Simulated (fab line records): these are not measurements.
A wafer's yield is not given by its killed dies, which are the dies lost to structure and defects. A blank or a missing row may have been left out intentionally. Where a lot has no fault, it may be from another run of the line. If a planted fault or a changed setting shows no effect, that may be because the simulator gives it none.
fab line records	flow n5_finfet
[record] lots = 24	wafers = 72	last_day = 18
route steps=1938 shown GATE_CUT@488 MOL_CONTACT_COAG@528
lots that met no fault: taken from a fault-free run of the same line
start_h: the number of hours between the record's first day and the start of the first shown wafer of the lot	wait_h: hours elapsed since this lot's preceding step	" as in the row above	L1.1+2: a row that stands for several wafers	- no value, or no start given	* or withheld: withheld	< > ~ a bound
route shown NAME@n: names a module that has steps shown in the file, with the first one's number in the route	usual: mean/standard deviation of fault-free wafers	same: alike in all rows	chamber/n: place in a boat	sites: readings site by site	_std_site: how widely they spread, as a standard deviation	_edge_site: mean of outer sites minus mean of inner sites	radius_mm: for every site, how far away it sits from the centre of the wafer	mask NAME#n: copy n	behind: the last tool/chamber to shape the wafer	hold: cause of the lot's hold/its duration in hours/its outcome	device: which transistor (n, p or np) failed to switch	end of line: tests run on the same wafers once the route is complete	a step without rows: its recipe alone	killed: count of dies lost to structure and defects at first sort (not the wafer's yield)	map: dies across one wafer; x = killed, . = not, _ = none there
set.NAME: the setting that was run; set.NAME@STEP: the one run at that earlier step	model.NAME: the simulator's own value behind a step, which no gauge read
the route's steps for a sample of lots (tables are steps, rows are wafers)
services: from which hour (start_h, from the record's first day; less than 0 if before it) a tool's chamber was out of use, for how many hours, and why
[[steps]]
[step N5_GATE_CUT_OVL_MEAS_14]
[recipe] points_per_wafer = 522
[usual] GATE_CUT_OVL = 0.3/0.87
lot.wafer	tool	chamber	start_h	wait_h	GATE_CUT_OVL[nm]
L074.1	overlay-01	0	84.31	0.0	-0.3
L074.2	"	0	"	"	-0.3
L074.6	"	0	"	"	-0.4
L075.1	overlay-01	0	91.76	0.0	-0.9
L075.4	"	0	"	"	-0.5
L075.5	"	0	"	"	-0.5
L076.1	overlay-02	0	95.70	0.0	0.7
L076.2	"	0	"	"	0.0
L076.4	"	0	"	"	0.3
L077.2	overlay-02	0	102.46	0.0	0.2
L077.5	"	0	"	"	1.1
L077.6	"	0	"	"	0.5
L078.3	overlay-02	0	106.43	0.0	-0.4
L078.5	"	0	"	"	-0.8
L078.6	"	0	"	"	-0.5
L079.2	overlay-02	0	111.83	0.0	2.7
L079.4	"	0	"	"	2.3
L079.5	"	0	"	"	1.4
L080.3	overlay-01	0	123.36	0.0	1.6
L080.5	"	0	"	"	0.5
L080.6	"	0	"	"	1.1
L081.1	overlay-01	0	126.09	0.0	-0.1
L081.3	"	0	"	"	-1.0
L081.5	"	0	"	"	-0.7
L082.1	overlay-02	0	133.25	0.0	0.3
L082.4	"	0	"	"	1.2
L082.5	"	0	"	"	0.4
L084.2	overlay-01	0	141.09	0.0	1.2
L084.3	"	0	"	"	0.0
L084.6	"	0	"	"	0.2
L083.2	overlay-02	0	142.43	0.0	0.4
L083.5	"	0	"	"	-0.3
L083.6	"	0	"	"	0.0
L085.1	overlay-01	0	151.61	0.0	1.0
L085.5	"	0	"	"	0.9
L085.6	"	0	"	"	-1.1
L086.1	overlay-02	0	157.90	0.0	0.3
L086.2	"	0	"	"	0.8
L086.3	"	0	"	"	1.3
L087.1	overlay-02	0	161.32	0.0	-1.2
L087.3	"	0	"	"	-1.3
L087.5	"	0	"	"	-0.3
L088.2	overlay-02	0	171.26	0.0	0.6
L088.3	"	0	"	"	1.4
L088.5	"	0	"	"	1.7
L089.1	overlay-01	0	173.30	0.0	1.2
L089.2	"	0	"	"	1.4
L089.5	"	0	"	"	0.2
L090.3	overlay-02	0	178.67	0.0	1.3
L090.5	"	0	"	"	1.2
L090.6	"	0	"	"	0.2
L091.2	overlay-01	0	184.28	0.0	0.7
L091.4	"	0	"	"	0.0
L091.5	"	0	"	"	0.5
L092.2	overlay-02	0	190.78	0.0	-0.2
L092.3	"	0	"	"	1.3
L092.5	"	0	"	"	1.5
L093.1	overlay-01	0	201.31	0.0	0.8
L093.3	"	0	"	"	-0.5
L093.6	"	0	"	"	-0.1
L094.2	overlay-01	0	209.17	0.0	1.3
L094.3	"	0	"	"	0.7
L094.5	"	0	"	"	-0.6
L095.3	overlay-01	0	210.65	0.0	-0.4
L095.4	"	0	"	"	-1.9
L095.5	"	0	"	"	-0.1
L096.3	overlay-01	0	226.64	0.0	0.9
L096.4	"	0	"	"	-0.3
L096.5	"	0	"	"	1.4
L097.1	overlay-02	0	228.85	0.0	1.5
L097.2	"	0	"	"	-0.1
L097.3	"	0	"	"	1.0
[step N5_GATE_CUT_ETCH_37]
[recipe] chemistry = N2/H2	target = SOC	target_depth_a = 600	overetch_a = 120	mask_material = SiARC	temp_c = 40	time_s = 90	ion_energy_ev = 200	pressure_mtorr = 30	source_w = 840	bias_w = 150	n2_flow_sccm = 200	h2_flow_sccm = 200
[usual] drypump_motor_current_A = 5.5/0.41	oes_product_au = 0.73/0.077	rf_vpp_V = 524.9/2.9	showerhead_plenum_p_Torr = 2.58/0.096	throttle_valve_pct = 17.81/0.25
lot.wafer	tool	chamber	start_h	wait_h	drypump_motor_current_A	oes_product_au	rf_hours_counter_h	rf_vpp_V	showerhead_plenum_p_Torr	throttle_valve_pct
L074.1	rie_diel-01	2	84.92	0.0	5.6	0.63	218	523.2	2.52	18.02
L074.2	"	3	"	"	5.4	0.82	15	527.2	2.60	17.64
L074.6	"	2	"	"	5.5	0.64	-	523.6	2.52	18.02
L075.1	rie_diel-01	0	91.94	0.0	5.1	0.80	26	529.5	2.71	17.85
L075.4	"	3	"	"	5.4	0.82	17	526.6	2.60	17.66
L075.5	"	2	"	"	5.6	0.63	-	520.9	2.52	18.00
L076.1	rie_diel-04	0	95.87	0.0	5.8	0.63	217	526.4	2.62	17.97
L076.2	"	3	"	"	6.5	0.66	191	521.6	2.42	17.85
L076.4	"	2	"	"	5.8	0.64	201	525.4	2.62	17.95
L077.2	rie_diel-03	2	102.63	0.0	5.4	0.77	61	526.4	2.69	18.00
L077.5	"	0	"	"	5.3	0.64	-	519.7	2.42	18.01
L077.6	"	3	"	"	4.7	0.80	-	524.5	2.49	17.94
L078.3	rie_diel-01	3	106.59	0.0	5.4	0.80	22	525.8	2.60	17.69
L078.5	"	3	"	"	5.4	0.81	-	526.5	2.60	17.68
L078.6	"	1	"	"	6.0	0.82	-	528.7	2.71	17.26
L079.2	rie_diel-03	2	111.99	0.0	5.4	0.76	63	528.0	2.69	18.03
L079.4	"	0	"	"	5.2	0.65	214	519.5	2.42	18.04
L079.5	"	3	"	"	4.7	0.79	-	522.1	2.49	17.92
L080.3	rie_diel-03	0	123.52	0.0	5.3	0.64	218	518.6	2.42	18.01
L080.5	"	3	"	"	4.8	0.79	-	522.1	2.49	17.92
L080.6	"	0	"	"	5.2	0.64	-	521.3	2.42	18.03
L081.1	rie_diel-01	1	126.26	0.0	6.0	0.81	15	528.6	2.71	17.29
L081.3	"	0	"	"	5.1	0.80	30	526.8	2.70	17.84
L081.5	"	1	"	"	6.0	0.80	-	527.6	2.71	17.28
L082.1	rie_diel-03	3	133.91	0.0	4.7	0.79	36	522.3	2.49	17.91
L082.4	"	0	"	"	5.2	0.63	220	519.1	2.41	18.04
L082.5	"	2	"	"	5.4	0.76	-	527.4	2.68	18.04
L084.2	rie_diel-01	0	141.29	0.0	5.1	0.79	35	528.9	2.70	17.85
L084.3	"	1	"	"	6.0	0.80	20	529.3	2.70	17.30
L084.6	"	1	"	"	6.0	0.79	-	528.9	2.70	17.29
L083.2	rie_diel-04	2	142.60	0.0	5.8	0.63	217	526.8	2.61	17.99
L083.5	"	0	"	"	5.8	0.61	-	525.9	2.61	17.98
L083.6	"	1	"	"	5.7	0.76	-	521.4	2.48	17.53
L085.1	rie_diel-04	0	151.78	0.0	5.8	0.61	234	525.6	2.61	18.01
L085.5	"	3	"	"	6.5	0.64	-	520.0	2.41	17.87
L085.6	"	2	"	"	5.8	0.63	-	525.7	2.61	17.98
L086.1	rie_diel-04	0	158.08	0.0	5.8	0.60	236	525.5	2.61	18.01
L086.2	"	1	"	"	5.7	0.75	63	522.9	2.48	17.54
L086.3	"	3	"	"	6.5	0.65	207	520.6	2.41	17.88
L087.1	rie_diel-01	0	161.50	0.0	5.1	0.78	39	528.3	2.70	17.87
L087.3	"	3	"	"	5.4	0.78	39	525.4	2.59	17.68
L087.5	"	0	"	"	5.0	0.78	-	527.6	2.70	17.88
L088.2	rie_diel-03	0	171.51	0.0	5.2	0.62	233	520.3	2.41	18.06
L088.3	"	1	"	"	6.0	0.78	38	525.1	2.58	17.67
L088.5	"	2	"	"	5.4	0.75	-	527.9	2.68	18.05
L089.1	rie_diel-03	0	173.52	0.0	5.2	0.63	233	519.8	2.41	18.05
L089.2	"	3	"	"	4.7	0.77	49	521.8	2.48	17.96
L089.5	"	1	"	"	6.0	0.78	-	525.8	2.58	17.66
L090.3	rie_diel-01	0	178.83	0.0	5.1	0.78	45	527.6	2.70	17.88
L090.5	"	2	"	"	5.5	0.62	-	523.5	2.51	18.05
L090.6	"	3	"	"	5.4	0.78	-	525.2	2.59	17.70
L091.2	rie_diel-01	3	184.44	0.0	5.4	0.78	46	523.9	2.59	17.71
L091.4	"	1	"	"	6.0	0.77	31	527.6	2.70	17.31
L091.5	"	3	"	"	5.4	0.77	-	525.4	2.59	17.72
L092.2	rie_diel-03	3	190.95	0.0	4.8	0.76	53	523.0	2.48	17.96
L092.3	"	1	"	"	5.9	0.78	44	524.4	2.58	17.67
L092.5	"	0	"	"	5.2	0.63	-	519.5	2.41	18.06
L093.1	rie_diel-04	0	201.55	0.0	5.8	0.60	251	525.9	2.61	18.02
L093.3	"	2	"	"	5.8	0.61	236	525.7	2.60	18.02
L093.6	"	1	"	"	5.7	0.74	-	523.7	2.47	17.57
L094.2	rie_diel-04	0	209.41	0.0	5.8	0.60	254	525.7	2.60	18.03
L094.3	"	1	"	"	5.7	0.74	82	522.7	2.47	17.57
L094.5	"	1	"	"	5.7	0.73	-	522.4	2.47	17.57
L095.3	rie_diel-01	3	211.57	0.0	5.4	0.76	56	524.0	2.58	17.73
L095.4	"	3	"	"	5.4	0.76	-	526.0	2.58	17.72
L095.5	"	1	"	"	6.0	0.76	-	530.3	2.69	17.33
L096.3	rie_diel-01	3	227.93	0.0	5.4	0.75	62	523.2	2.58	17.73
L096.4	"	0	"	"	5.1	0.75	63	529.3	2.69	17.92
L096.5	"	2	"	"	5.5	0.88	-	523.1	2.51	17.62
L097.1	rie_diel-03	2	229.57	0.0	5.4	0.72	99	528.3	2.67	18.09
L097.2	"	3	"	"	4.7	0.75	69	520.5	2.47	17.98
L097.3	"	1	"	"	5.9	0.76	59	525.1	2.57	17.70
[step N5_GATE_CUT_ALD_22]
[recipe] material = SiNx	target_thk_a = 160	temp_c = 400	ald_precursor_family = SiH2I2	ald_co_reactant = N2/H2-plasma	pulse_time_s = 1	ald_cycles = 320	purge_time_s = 2	co_reactant_purge_time_s = 2	pressure_torr = 2
[usual] heater_power_w = 895/83	precursor_pulse_height_rel = 1.002/0.02
lot.wafer	tool	chamber	start_h	wait_h	heater_power_w	precursor_pulse_height_rel
L074.1	ald_sin-04	0	85.68	0.0	990	1.012
L074.2	"	3	"	"	835	1.001
L074.6	"	3	"	"	818	0.998
L075.1	ald_sin-04	1	93.80	1.1	862	0.995
L075.4	"	2	"	"	996	0.991
L075.5	"	1	"	"	860	1.000
L076.1	ald_sin-04	1	96.63	0.0	852	1.005
L076.2	"	2	"	"	1016	0.978
L076.4	"	3	"	"	827	0.955
L077.2	ald_sin-03	2	103.48	0.1	954	0.980
L077.5	"	3	"	"	875	0.998
L077.6	"	2	"	"	953	1.016
L078.3	ald_sin-04	0	107.67	0.3	978	1.005
L078.5	"	1	"	"	839	0.975
L078.6	"	0	"	"	997	0.977
L079.2	ald_sin-03	2	112.75	0.0	957	1.030
L079.4	"	0	"	"	780	0.995
L079.5	"	3	"	"	883	0.996
L080.3	ald_sin-01	1	124.36	0.0	830	0.995
L080.5	"	1	"	"	844	0.977
L080.6	"	2	"	"	790	1.001
L081.1	ald_sin-03	1	127.30	0.0	957	0.981
L081.3	"	2	"	"	949	0.984
L081.5	"	3	"	"	873	0.990
L082.1	ald_sin-04	3	134.67	0.0	844	1.019
L082.4	"	2	"	"	1025	1.007
L082.5	"	0	"	"	984	0.975
L084.2	ald_sin-03	3	142.05	0.0	888	1.013
L084.3	"	1	"	"	930	1.004
L084.6	"	2	"	"	960	0.986
L083.2	ald_sin-04	2	143.36	0.0	1045	0.990
L083.5	"	2	"	"	1018	1.037
L083.6	"	1	"	"	853	1.013
L085.1	ald_sin-03	3	152.54	0.0	860	1.017
L085.5	"	1	"	"	946	1.007
L085.6	"	2	"	"	939	1.006
L086.1	ald_sin-03	3	158.83	0.0	870	0.964
L086.2	"	0	"	"	785	1.015
L086.3	"	1	"	"	938	1.005
L087.1	ald_sin-03	3	162.58	0.4	892	0.977
L087.3	"	0	"	"	782	1.013
L087.5	"	1	"	"	929	0.959
L088.2	ald_sin-04	3	172.27	0.0	822	0.986
L088.3	"	0	"	"	976	1.015
L088.5	"	1	"	"	862	0.994
L089.1	ald_sin-01	0	174.37	0.1	902	1.040
L089.2	"	1	"	"	822	0.971
L089.5	"	1	"	"	850	1.024
L090.3	ald_sin-01	3	179.74	0.2	743	1.016
L090.5	"	1	"	"	854	1.004
L090.6	"	2	"	"	807	1.003
L091.2	ald_sin-04	2	185.21	0.0	1022	1.000
L091.4	"	3	"	"	843	0.976
L091.5	"	0	"	"	965	1.020
L092.2	ald_sin-04	1	191.79	0.1	852	1.019
L092.3	"	3	"	"	850	1.031
L092.5	"	2	"	"	1044	0.970
L093.1	ald_sin-04	1	202.31	0.0	858	1.026
L093.3	"	2	"	"	1036	1.003
L093.6	"	2	"	"	1031	1.000
L094.2	ald_sin-04	3	210.17	0.0	812	1.041
L094.3	"	1	"	"	856	0.999
L094.5	"	2	"	"	1041	0.981
L095.3	ald_sin-04	3	212.56	0.3	832	0.973
L095.4	"	1	"	"	871	1.006
L095.5	"	3	"	"	832	0.978
L096.3	ald_sin-03	2	228.69	0.0	911	1.002
L096.4	"	3	"	"	849	1.009
L096.5	"	0	"	"	768	0.967
L097.1	ald_sin-03	3	230.33	0.0	862	0.976
L097.2	"	1	"	"	932	1.037
L097.3	"	2	"	"	926	1.009
[step N5_MOL_CONTACT_COAG_INSPECT_10]
[recipe] mode = adi	inspect_instrument = brightfield
[usual] raw_defect_count = 74/25
lot.wafer	tool	chamber	start_h	wait_h	raw_defect_count
L074.1	defect_inspect-01	-	88.72	0.1	38
L074.2	"	-	"	"	92
L074.6	"	-	"	"	50
L075.1	defect_inspect-01	-	96.71	0.1	81
L075.4	"	-	"	"	76
L075.5	"	-	"	"	88
L076.1	defect_inspect-01	-	99.69	0.1	93
L076.2	"	-	"	"	69
L076.4	"	-	"	"	67
L077.2	defect_inspect-02	-	106.39	0.0	120
L077.5	"	-	"	"	83
L077.6	"	-	"	"	57
L078.3	defect_inspect-02	-	110.71	0.0	85
L078.5	"	-	"	"	62
L078.6	"	-	"	"	87
L079.2	defect_inspect-01	-	115.66	0.0	63
L079.4	"	-	"	"	82
L079.5	"	-	"	"	64
L080.3	defect_inspect-01	-	127.40	0.0	55
L080.5	"	-	"	"	148
L080.6	"	-	"	"	50
L081.1	defect_inspect-01	-	130.34	0.1	52
L081.3	"	-	"	"	41
L081.5	"	-	"	"	73
L082.1	defect_inspect-01	-	137.66	0.1	43
L082.4	"	-	"	"	70
L082.5	"	-	"	"	88
L084.2	defect_inspect-02	-	144.96	0.0	63
L084.3	"	-	"	"	102
L084.6	"	-	"	"	56
L083.2	defect_inspect-01	-	146.27	0.0	148
L083.5	"	-	"	"	71
L083.6	"	-	"	"	99
L085.1	defect_inspect-01	-	155.45	0.1	90
L085.5	"	-	"	"	70
L085.6	"	-	"	"	44
L086.1	defect_inspect-02	-	161.94	0.1	52
L086.2	"	-	"	"	73
L086.3	"	-	"	"	52
L087.1	defect_inspect-02	-	165.62	0.1	111
L087.3	"	-	"	"	80
L087.5	"	-	"	"	61
L088.2	defect_inspect-02	-	175.33	0.1	126
L088.3	"	-	"	"	133
L088.5	"	-	"	"	96
L089.1	defect_inspect-02	-	177.28	0.1	53
L089.2	"	-	"	"	64
L089.5	"	-	"	"	45
L090.3	defect_inspect-01	-	182.77	0.0	56
L090.5	"	-	"	"	42
L090.6	"	-	"	"	46
L091.2	defect_inspect-02	-	188.25	0.0	76
L091.4	"	-	"	"	38
L091.5	"	-	"	"	75
L092.2	defect_inspect-01	-	194.71	0.0	87
L092.3	"	-	"	"	52
L092.5	"	-	"	"	86
L093.1	defect_inspect-02	-	205.22	0.1	75
L093.3	"	-	"	"	88
L093.6	"	-	"	"	69
L094.2	defect_inspect-02	-	213.08	0.0	92
L094.3	"	-	"	"	65
L094.5	"	-	"	"	57
L095.3	defect_inspect-02	-	215.60	0.0	52
L095.4	"	-	"	"	61
L095.5	"	-	"	"	69
L096.3	defect_inspect-02	-	231.60	0.0	84
L096.4	"	-	"	"	59
L096.5	"	-	"	"	52
L097.1	defect_inspect-02	-	233.24	0.1	41
L097.2	"	-	"	"	81
L097.3	"	-	"	"	126
[step N5_MOL_CONTACT_COAG_ETCH_105]
[recipe] chemistry = CF4	target = SiARC	target_depth_a = 156	mask_material = CAR-EUV	time_s = 26	ion_energy_ev = 80	pressure_mtorr = 40	source_w = 545	bias_w = 36	Ar_flow_sccm = 100	cf4_flow_sccm = 100	ends = cleared
[usual] drypump_motor_current_A = 5.8/0.4	etch_rf_on_time_s = 26.1/0.42	oes_product_au = 0.68/0.083	rf_vpp_V = 183.6/1.2	showerhead_plenum_p_Torr = 2.10/0.054	throttle_valve_pct = 15.68/0.25
lot.wafer	tool	chamber	start_h	wait_h	drypump_motor_current_A	etch_rf_on_time_s	oes_product_au	rf_hours_counter_h	rf_vpp_V	showerhead_plenum_p_Torr	throttle_valve_pct
L074.1	rie_diel-06	1	89.03	0.0	5.9	26.0	0.66	134	184.2	2.15	15.73
L074.2	"	3	"	"	6.2	25.8	0.67	136	183.9	2.07	15.67
L074.6	"	1	"	"	6.0	25.8	0.66	-	185.3	2.15	15.73
L075.1	rie_diel-02	3	96.80	0.0	6.1	26.1	0.62	169	182.9	2.06	16.11
L075.4	"	0	"	"	5.9	27.0	0.62	184	181.3	2.04	15.72
L075.5	"	0	"	"	5.9	27.1	0.62	-	183.5	2.04	15.71
L076.1	rie_diel-02	3	99.78	0.0	6.1	25.9	0.63	170	181.4	2.06	16.13
L076.2	"	1	"	"	5.0	26.3	0.63	158	183.0	2.06	15.58
L076.4	"	2	"	"	6.1	26.4	0.66	156	185.3	2.22	15.97
L077.2	rie_diel-05	0	106.57	0.0	5.7	25.5	0.76	35	184.1	2.09	15.38
L077.5	"	2	"	"	6.2	26.1	0.60	-	184.4	2.20	15.99
L077.6	"	1	"	"	5.1	26.4	0.57	-	184.6	2.10	15.75
L078.3	rie_diel-02	0	110.88	0.0	5.9	26.6	0.61	188	181.8	2.04	15.73
L078.5	"	1	"	"	5.0	26.0	0.63	-	184.1	2.06	15.61
L078.6	"	0	"	"	5.9	26.9	0.61	-	183.9	2.04	15.74
L079.2	rie_diel-06	3	115.87	0.0	6.2	26.1	0.66	146	183.0	2.07	15.67
L079.4	"	1	"	"	6.0	26.3	0.65	-	185.0	2.14	15.74
L079.5	"	3	"	"	6.2	26.0	0.66	-	184.5	2.07	15.67
L080.3	rie_diel-02	0	127.48	0.0	5.9	26.7	0.62	195	181.1	2.04	15.73
L080.5	"	3	"	"	6.1	25.9	0.62	-	182.9	2.05	16.14
L080.6	"	0	"	"	5.9	26.8	0.60	-	183.1	2.04	15.76
L081.1	rie_diel-06	0	130.43	0.0	5.8	25.8	0.86	0	185.5	2.11	15.42
L081.3	"	3	"	"	6.2	25.6	0.66	151	183.0	2.07	15.68
L081.5	"	1	"	"	6.0	25.9	0.64	-	184.1	2.14	15.76
L082.1	rie_diel-02	1	137.74	0.0	5.0	26.4	0.63	171	183.6	2.06	15.62
L082.4	"	2	"	"	6.2	26.1	0.65	-	184.1	2.22	16.03
L082.5	"	1	"	"	5.0	26.1	0.63	-	183.7	2.06	15.61
L084.2	rie_diel-05	3	145.05	0.0	5.7	25.8	0.61	206	182.9	2.13	15.72
L084.3	"	0	"	"	5.6	25.8	0.74	51	184.0	2.09	15.41
L084.6	"	3	"	"	5.7	25.6	0.62	-	183.9	2.13	15.71
L083.2	rie_diel-06	1	146.37	0.0	6.0	26.3	0.64	156	183.6	2.14	15.79
L083.5	"	1	"	"	6.0	26.5	0.64	-	185.5	2.14	15.77
L083.6	"	3	"	"	6.2	26.3	0.65	-	182.8	2.06	15.70
L085.1	rie_diel-05	3	155.57	0.0	5.7	25.8	0.62	211	183.8	2.12	15.72
L085.5	"	1	"	"	5.1	26.1	0.83	-	182.9	2.10	15.30
L085.6	"	0	"	"	5.6	25.8	0.72	-	183.8	2.09	15.42
L086.1	rie_diel-06	0	162.03	0.0	5.8	26.2	0.81	14	182.8	2.10	15.47
L086.2	"	2	"	"	5.9	25.5	0.84	6	183.7	2.11	15.12
L086.3	"	1	"	"	6.0	26.1	0.63	162	182.8	2.14	15.79
L087.1	rie_diel-02	2	165.80	0.0	6.1	26.5	0.64	178	184.7	2.21	16.01
L087.3	"	3	"	"	6.1	25.7	0.62	191	184.6	2.05	16.15
L087.5	"	3	"	"	6.1	25.8	0.61	-	183.0	2.05	16.14
L088.2	rie_diel-05	1	175.51	0.0	5.1	26.0	0.81	19	183.7	2.10	15.31
L088.3	"	0	"	"	5.6	25.5	0.74	59	183.2	2.08	15.41
L088.5	"	1	"	"	5.1	25.8	0.81	-	184.2	2.10	15.31
L089.1	rie_diel-05	1	177.37	0.0	5.1	26.0	0.81	20	183.4	2.10	15.31
L089.2	"	2	"	"	6.2	25.8	0.81	2	183.6	2.19	15.52
L089.5	"	2	"	"	6.2	25.7	0.82	-	183.8	2.19	15.53
L090.3	rie_diel-06	2	182.86	0.0	5.9	25.5	0.82	14	182.5	2.10	15.14
L090.5	"	2	"	"	5.9	25.5	0.81	-	182.8	2.11	15.15
L090.6	"	3	"	"	6.2	25.8	0.65	-	181.7	2.06	15.71
L091.2	rie_diel-05	0	188.96	0.0	5.7	25.6	0.72	63	184.6	2.08	15.44
L091.4	"	1	"	"	5.1	25.9	0.80	-	185.9	2.10	15.31
L091.5	"	2	"	"	6.2	25.8	0.81	-	184.1	2.19	15.54
L092.2	rie_diel-06	1	195.18	0.0	6.0	26.4	0.62	176	183.8	2.13	15.80
L092.3	"	3	"	"	6.2	26.3	0.64	168	183.1	2.06	15.72
L092.5	"	0	"	"	5.8	26.2	0.77	-	184.7	2.10	15.48
L093.1	rie_diel-02	2	205.38	0.0	6.1	26.4	0.63	193	186.4	2.21	16.06
L093.3	"	0	"	"	5.9	27.2	0.59	224	182.4	2.03	15.79
L093.6	"	0	"	"	5.9	26.9	0.60	-	181.5	2.03	15.80
L094.2	rie_diel-02	0	213.17	0.0	5.9	27.0	0.59	226	181.5	2.03	15.82
L094.3	"	1	"	"	5.0	26.0	0.62	195	182.9	2.05	15.67
L094.5	"	3	"	"	6.1	25.8	0.60	-	182.8	2.05	16.17
L095.3	rie_diel-02	0	215.95	0.0	5.9	27.0	0.59	227	183.2	2.03	15.80
L095.4	"	1	"	"	5.0	26.5	0.61	196	184.1	2.05	15.68
L095.5	"	0	"	"	5.9	26.8	0.59	-	182.5	2.03	15.80
L096.3	rie_diel-05	2	231.69	0.0	6.2	25.6	0.76	24	184.8	2.18	15.56
L096.4	"	0	"	"	5.7	25.6	0.71	79	182.8	2.08	15.47
L096.5	"	3	"	"	5.8	25.4	0.61	-	183.7	2.12	15.78
L097.1	rie_diel-05	0	233.33	0.0	5.6	25.6	0.71	80	183.3	2.08	15.47
L097.2	"	2	"	"	6.2	25.6	0.77	24	183.1	2.18	15.57
L097.3	"	1	"	"	5.1	25.7	0.78	40	183.4	2.09	15.34
[step N5_MOL_CONTACT_COAG_ALD_20]
[recipe] material = TiN	target_thk_a = 15	temp_c = 400	ald_precursor_family = TiCl4	ald_co_reactant = NH3	pulse_time_s = 1	purge_time_s = 3	co_reactant_purge_time_s = 2	co_reactant_pulse_time_s = 2	ald_cycles = 68	pressure_torr = 3
[usual] heater_power_w = 916/72	precursor_pulse_height_rel = 0.999/0.021
[same] co_reactant_pulse_time_s = 2
lot.wafer	tool	chamber	start_h	wait_h	heater_power_w	precursor_pulse_height_rel
L074.1	ald_metal-02	0	92.53	0.1	967	1.026
L074.2	"	3	"	"	900	0.965
L074.6	"	1	"	"	811	1.034
L075.1	ald_metal-03	1	97.79	0.1	1014	1.004
L075.4	"	3	"	"	814	0.971
L075.5	"	1	"	"	1019	1.021
L076.1	ald_metal-03	3	100.95	0.1	800	0.994
L076.2	"	1	"	"	989	0.992
L076.4	"	0	"	"	919	0.994
L077.2	ald_metal-02	3	108.05	0.1	924	0.973
L077.5	"	1	"	"	826	1.004
L077.6	"	2	"	"	969	1.017
L078.3	ald_metal-01	0	112.17	0.1	828	1.023
L078.5	"	2	"	"	758	0.979
L078.6	"	1	"	"	1069	0.996
L079.2	ald_metal-02	0	117.09	0.1	954	1.027
L079.4	"	1	"	"	838	1.008
L079.5	"	0	"	"	965	0.991
L080.3	ald_metal-03	3	128.53	0.1	805	1.011
L080.5	"	3	"	"	812	1.010
L080.6	"	2	"	"	939	1.017
L081.1	ald_metal-02	3	132.60	0.1	902	1.028
L081.3	"	0	"	"	963	1.012
L081.5	"	0	"	"	949	1.003
L082.1	ald_metal-03	2	138.94	0.1	941	0.947
L082.4	"	0	"	"	885	1.022
L082.5	"	1	"	"	1036	1.000
L084.2	ald_metal-02	0	146.17	0.1	938	1.011
L084.3	"	3	"	"	921	1.021
L084.6	"	3	"	"	918	1.014
L083.2	ald_metal-02	3	147.31	0.1	923	0.994
L083.5	"	3	"	"	919	1.025
L083.6	"	2	"	"	980	0.982
L085.1	ald_metal-03	2	157.52	0.1	955	0.995
L085.5	"	2	"	"	973	1.006
L085.6	"	3	"	"	803	0.987
L086.1	ald_metal-02	3	163.42	0.1	932	0.993
L086.2	"	2	"	"	946	1.015
L086.3	"	1	"	"	813	1.024
L087.1	ald_metal-01	2	166.79	0.1	739	0.997
L087.3	"	1	"	"	1081	0.987
L087.5	"	1	"	"	1080	1.002
L088.2	ald_metal-02	2	177.20	0.1	962	1.013
L088.3	"	1	"	"	819	1.016
L088.5	"	2	"	"	940	1.020
L089.1	ald_metal-02	2	178.78	0.1	966	0.991
L089.2	"	3	"	"	910	0.997
L089.5	"	0	"	"	955	0.975
L090.3	ald_metal-03	2	183.98	0.1	963	1.044
L090.5	"	3	"	"	813	0.987
L090.6	"	2	"	"	926	0.976
L091.2	ald_metal-02	2	190.16	0.1	951	0.998
L091.4	"	0	"	"	974	1.026
L091.5	"	0	"	"	961	0.979
L092.2	ald_metal-02	2	197.50	0.1	964	1.015
L092.3	"	1	"	"	812	0.980
L092.5	"	2	"	"	974	1.002
L093.1	ald_metal-02	3	206.46	0.1	931	0.955
L093.3	"	1	"	"	812	0.956
L093.6	"	3	"	"	917	1.005
L094.2	ald_metal-02	1	214.52	0.1	822	1.007
L094.3	"	2	"	"	965	0.993
L094.5	"	0	"	"	954	1.021
L095.3	ald_metal-02	3	217.66	0.1	933	0.993
L095.4	"	2	"	"	955	1.023
L095.5	"	2	"	"	953	0.978
L096.3	ald_metal-02	2	235.15	0.1	969	1.022
L096.4	"	1	"	"	805	1.029
L096.5	"	3	"	"	916	0.998
L097.1	ald_metal-03	2	235.25	0.1	948	0.982
L097.2	"	1	"	"	997	1.020
L097.3	"	3	"	"	817	0.969
[[services]]
tool	chamber	start_h	hours	kind
rie_diel-05	0	67.15	3.7	repair
ald_metal-03	-	68.26	1.0	repair
ald_sin-01	-	85.25	14.0	pm
rie_diel-04	1	89.19	5.1	repair
rie_diel-02	2	90.82	4.3	repair
ald_sin-03	1	101.55	18.4	repair
rie_diel-01	0	102.36	22.0	repair
rie_diel-04	1	105.96	14.5	repair
rie_diel-05	3	117.14	1.4	repair
rie_diel-04	3	120.72	9.8	repair
ald_sin-01	0	123.97	5.6	repair
ald_sin-01	0	139.14	13.4	repair
ald_metal-02	1	143.36	7.0	repair
rie_diel-03	2	147.89	8.5	repair
rie_diel-04	-	150.63	0.2	repair
rie_diel-05	0	158.30	8.1	repair
rie_diel-01	2	163.08	6.8	repair
ald_sin-03	-	177.86	14.0	pm
rie_diel-04	0	179.56	5.8	repair
rie_diel-02	2	180.54	3.9	repair
rie_diel-05	3	185.11	4.9	repair
rie_diel-04	3	185.77	45.5	repair
ald_metal-03	-	206.09	6.0	pm
rie_diel-06	2	209.85	1.5	repair
[[key]]
fault none
